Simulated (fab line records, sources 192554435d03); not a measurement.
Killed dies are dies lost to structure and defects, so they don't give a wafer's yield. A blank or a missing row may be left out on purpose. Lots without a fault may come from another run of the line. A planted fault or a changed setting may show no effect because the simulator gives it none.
fab line records | flow n5_finfet
record lots=7 wafers=39
route steps=1938 shown FIN_SAQP@138 SD_EPI_N@278 MOL_CONTACT_COAG@559 BEOL_M1@824 BEOL_M3@1000 BEOL_M4@1100
start_h: hours from the record's first day to the start of the lot's first wafer shown | wait_h: hours since the lot's step before | " the same as in the row above | L1.1+2: a row that stands for several wafers | - no value, or no start given | * or withheld: withheld | < > ~ a bound
route shown NAME@n: a module of which the file shows steps, and the number in the route of the first | usual: mean/standard deviation of fault-free wafers | same: alike in all rows | chamber/n: place in a boat | sites: the reading at each site | _std_site: their standard deviation | _edge_site: outer sites' mean less inner sites' | radius_mm: how far each site lies from the wafer's centre | mask NAME#n: copy n | behind: the tool/chamber that last shaped the wafer | hold: why the lot was held/for how many hours/how that ended | device: the transistor (n, p or np) that didn't switch | end of line: the same wafers' tests at the end of the route | a step without rows: its recipe alone | killed: dies lost to structure and defects at the first sort, not the wafer's yield | map: a wafer's dies, x killed, . not, _ none there
set.NAME: the setting as run; set.NAME@STEP: as run at that earlier step | model.NAME: the simulator's own value behind a step, which no gauge read
lots whose settings were changed on purpose; a table a step, a row a wafer
## steps
# step N5_FIN_SAQP_SPACER2_ALD_28
# recipe material=SiO2 target_thk_a=81 temp_c=300 ald_precursor_family=BDEAS ald_co_reactant=O2-plasma pulse_time_s=1 purge_time_s=2 co_reactant_purge_time_s=2 pressure_torr=2
# step N5_SD_EPI_N_ETCH_45
# recipe chemistry=CH3F/O2 target=SiOCN target_depth_a=60 mask_material=SOC ion_energy_ev=60 bias_w=29 pressure_mtorr=15 source_w=410 Ar_flow_sccm=150 CH3F_flow_sccm=30 O2_flow_sccm=20
# step N5_MOL_CONTACT_COAG_ALD_27
# recipe material=SiOC target_thk_a=170 temp_c=400 ald_precursor_family=carbosiloxane ald_co_reactant=H2-plasma pulse_time_s=1.5 time_s=2720 purge_time_s=2 co_reactant_purge_time_s=2 ald_cycles=340 pressure_torr=2
# step N5_BEOL_M1_SPUTTER_90
# recipe material=Cu target_thk_a=45 temp_c=-20 chamber_pressure_pa=0.07 power_w=withheld time_s=8.29
# step N5_BEOL_M3_SPUTTER_86
# step N5_BEOL_M4_SPUTTER_96
# step N5_BEOL_M4_RC_MEAS_101
# usual DIBL_P=36.2/2.1 VT_N_LVT=99/3.5 VT_P=-251/3.5 VT_P_LVT=-100/3
# columns lot.wafer tool chamber start_h wait_h set.target_thk_a@FIN_SAQP_SPACER2_ALD_28 set.target_depth_a@SD_EPI_N_ETCH_45 set.ald_cycles@MOL_CONTACT_COAG_ALD_27 set.target_thk_a@BEOL_M1_SPUTTER_90 set.time_s@BEOL_M3_SPUTTER_86 set.target_thk_a@BEOL_M4_SPUTTER_96 DIBL_P[mV/V] VT_N_LVT[mV] VT_P[mV] VT_P_LVT[mV]
L076.1 prober-02 0 163.10 0.0 81 60 340 66.67 8.29 45 35.9 96 -253 -96
L076.2 " 0 " " 81 93.02 255 45 8.29 45 33.4 101 -254 -101
L076.3 " 0 " " 81 60 255 66.67 8.29 45 37.4 96 -251 -97
L076.4 " 0 " " 81 93.02 340 45 8.29 52.23 39.3 93 -249 -95
L076.5 " 0 " " 81 93.02 255 66.67 8.29 52.23 38.0 94 -249 -97
L076.6 " 0 " " 81 60 340 45 8.29 52.23 36.1 97 -251 -97
L081.2 prober-01 0 204.88 0.2 81 60 340 45 8.29 45 34.9 101 -255 -102
L081.3 " 0 " " 81 60 340 45 8.29 45 33.3 101 -258 -103
L081.5 " 0 " " 81 60 340 45 8.29 45 36.8 97 -252 -99
L083.1 prober-02 0 206.20 0.0 97.53 60 340 60.83 8.29 45 53.8 69 -236 -83
L083.2 " 0 " " 81 46.28 453 60.83 6.992 52.33 38.3 96 -249 -98
L083.3 " 0 " " 97.53 60 340 45 6.992 45 52.2 73 -241 -85
L083.4 " 0 " " 81 60 453 45 8.29 52.33 35.7 99 -252 -101
L083.5 " 0 " " 81 46.28 340 60.83 8.29 52.33 37.0 97 -254 -101
L083.6 " 0 " " 97.53 46.28 453 45 6.992 45 52.4 71 -235 -84
L084.1 prober-01 0 210.89 0.0 81 60 392 45 8.29 45 32.4 100 -253 -101
L084.2 " 0 " " 81 60 340 45 8.29 45 35.3 100 -251 -99
L084.3 " 0 " " 81 80.11 340 45 8.29 45 34.2 99 -255 -100
L084.4 " 0 " " 81 60 392 45 8.29 45 36.7 96 -251 -99
L084.5 " 0 " " 81 80.11 392 45 8.29 45 36.5 96 -252 -99
L084.6 " 0 " " 81 80.11 340 45 8.29 45 33.7 99 -254 -101
L086.1 prober-02 0 229.28 0.0 81 60 208 67.22 11.14 45 36.2 99 -252 -98
L086.2 " 0 " " 81 73.21 340 67.22 11.14 45 39.3 95 -248 -98
L086.3 " 0 " " 93.76 73.21 208 45 8.29 45 48.3 79 -237 -86
L086.4 " 0 " " 93.76 60 340 67.22 8.29 45 49.5 77 -236 -84
L086.5 " 0 " " 93.76 73.21 340 45 11.14 45 50.0 76 -236 -84
L086.6 " 0 " " 81 60 208 45 8.29 45 37.2 97 -251 -99
L090.1 prober-02 0 245.44 0.0 103.7 60 190 29.96 8.29 45 58.1 62 -221 -71
L090.2 " 0 " " 81 60 190 45 8.29 45 36.0 97 -247 -93
L090.3 " 0 " " 81 60 340 45 8.29 45 36.1 97 -244 -93
L090.4 " 0 " " 81 60 340 29.96 8.29 45 33.8 100 -248 -96
L090.5 " 0 " " 103.7 60 190 45 8.29 45 56.7 63 -223 -72
L090.6 " 0 " " 103.7 60 340 29.96 8.29 45 56.3 62 -223 -73
L096.1 prober-01 0 295.50 0.0 81 60 340 45 8.29 45 32.4 108 -256 -106
L096.2 " 0 " " 105.4 60 340 45 8.29 45 53.6 71 -232 -83
L096.3 " 0 " " 105.4 60 340 45 8.29 45 58.0 66 -231 -81
L096.4 " 0 " " 81 60 340 45 8.29 45 36.4 104 -255 -103
L096.5 " 0 " " 105.4 60 340 45 8.29 45 57.3 67 -230 -80
L096.6 " 0 " " 81 60 340 45 8.29 45 32.8 105 -257 -107
## key
split step=N5_FIN_SAQP_SPACER2_ALD_28 setting=target_thk_a stated_as=81
response step=N5_BEOL_M4_RC_MEAS_101 reading=VT_N_LVT slope=-1.29 per=1% together_with=all explained=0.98
response step=N5_BEOL_M4_RC_MEAS_101 reading=VT_P_LVT slope=+0.821 per=1% together_with=all explained=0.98
response step=N5_BEOL_M4_RC_MEAS_101 reading=VT_P slope=+0.869 per=1% together_with=all explained=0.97
response step=N5_BEOL_M4_RC_MEAS_101 reading=DIBL_P slope=+0.778 per=1% together_with=all explained=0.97
split step=N5_SD_EPI_N_ETCH_45 setting=target_depth_a stated_as=60
response none clear
split step=N5_MOL_CONTACT_COAG_ALD_27 setting=ald_cycles stated_as=340
response none clear
split step=N5_BEOL_M1_SPUTTER_90 setting=target_thk_a stated_as=45
response none clear
split step=N5_BEOL_M3_SPUTTER_86 setting=time_s stated_as=8.29
response none clear
split step=N5_BEOL_M4_SPUTTER_96 setting=target_thk_a stated_as=45
response none clear
